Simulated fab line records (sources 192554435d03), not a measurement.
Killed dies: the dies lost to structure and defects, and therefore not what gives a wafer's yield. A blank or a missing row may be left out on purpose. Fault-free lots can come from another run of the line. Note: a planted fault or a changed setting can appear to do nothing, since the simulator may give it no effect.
Split-lot experiment | flow n5 finfet | 21 wafers read from 7 lots, route of 1938 steps

== THE SPLIT ==
At N5_BEOL_M14_SPUTTER_44 (material Ta, target thk 15 nm, time 24.19 s), the setting time s was moved away from the recipe's 24.19 s on 8 of the 21 wafers read, by -13.5% to +14.8%. For the rest of the wafers, this setting stayed at what the recipe calls for.

Reading taken at the split's own step.

== THE READING ==
Ta_of_BEOL_M14_SPUTTER_44.thk nm (the simulator's own value, which no gauge read), in nm, at N5_BEOL_M14_SPUTTER_44 (material Ta, target thk 15 nm, time 24.19 s). No usual value for it is given in the file. Average 15.0 nm, standard deviation 0.18 nm, over the 13 wafers here run with the recipe.

wafer  | tool, chamber at the split | time s as run, s | against the recipe | Ta_of_BEOL_M14_SPUTTER_44.thk nm, nm | against lot-mates on the recipe
L076.2 | pvd sputter-03, -          | 24.19            | recipe             | 15                                   | -
L076.4 | pvd sputter-03, -          | 21.01            | -13.1%             | 12.6                                 | -2.4
L076.6 | pvd sputter-03, -          | 21.01            | -13.1%             | 13                                   | -2.0
L083.1 | pvd sputter-01, -          | 24.19            | recipe             | 15                                   | -
L083.5 | pvd sputter-01, -          | 24.19            | recipe             | 15                                   | -
L083.4 | pvd sputter-01, -          | 20.92            | -13.5%             | 12.8                                 | -2.2
L086.2 | pvd sputter-02, -          | 24.19            | recipe             | 15                                   | -
L086.3 | pvd sputter-02, -          | 22.29            | -7.9%              | 13.6                                 | -1.4
L086.6 | pvd sputter-02, -          | 22.29            | -7.9%              | 13.6                                 | -1.4
L085.1 | pvd sputter-02, -          | 24.19            | recipe             | 15.4                                 | -
L085.6 | pvd sputter-02, -          | 24.19            | recipe             | 15.4                                 | -
L085.5 | pvd sputter-02, -          | 24.19            | recipe             | 15.2                                 | -
L089.2 | pvd sputter-03, -          | 21.28            | -12.0%             | 12.8                                 | -2.0
L089.4 | pvd sputter-03, -          | 21.28            | -12.0%             | 13                                   | -1.8
L089.6 | pvd sputter-03, -          | 24.19            | recipe             | 14.8                                 | -
L088.2 | pvd sputter-02, -          | 27.78            | +14.8%             | 17.4                                 | +2.5
L088.3 | pvd sputter-02, -          | 24.19            | recipe             | 15                                   | -
L088.4 | pvd sputter-02, -          | 24.19            | recipe             | 14.8                                 | -
L096.1 | pvd sputter-03, -          | 24.19            | recipe             | 15                                   | -
L096.2 | pvd sputter-03, -          | 24.19            | recipe             | 15                                   | -
L096.6 | pvd sputter-03, -          | 24.19            | recipe             | 15                                   | -

FIT RESULTS
A straight line over all 21 wafers: Ta_of_BEOL_M14_SPUTTER_44.thk nm changes by +0.17 nm for each +1% of time s; r = +0.99; the points scatter about the line by 0.17 nm.
The same after taking each lot's own level away (the mean of its wafers on the recipe; 21 wafers): +0.166 nm for each +1%; r = +1.00; scatter 0.099 nm.
According to that fit, moving time s by its largest amount changes the reading by 2.5 nm.
Across the lots, their own levels run from 14.80 to 15.33 nm, a range of 3.0 times the standard deviation given above.
Hence the lot-to-lot level has little effect on the slope; both slopes agree.
Check: for one of the wafers moved furthest among these (+14.8%), held out of the fit, the line's prediction against its lot-mates is +2.44 nm. It came out at +2.5 nm against them.

== OTHER SPLITS ON THESE WAFERS ==
Before the reading, these wafers also passed through other splits. Each is held against what the fit with the lots' levels taken away leaves over:
other split on the same wafers | wafers away from the commonest value | r with Ta_of_BEOL_M14_SPUTTER_44.thk nm (lot level and that fit taken away)
N5_BEOL_M13_EXPOSE_07 dose mj  | 7                                    | +0.26
N5_BEOL_M14_ILD_DEP_00 time s  | 5                                    | -0.16
N5_BEOL_M14_EXPOSE_07 dose mj  | 6                                    | +0.04

== FILE'S OWN FIT ==
Ta_of_BEOL_M14_SPUTTER_44.thk nm changes by +0.166 nm for each +1% of time s, r = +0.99.
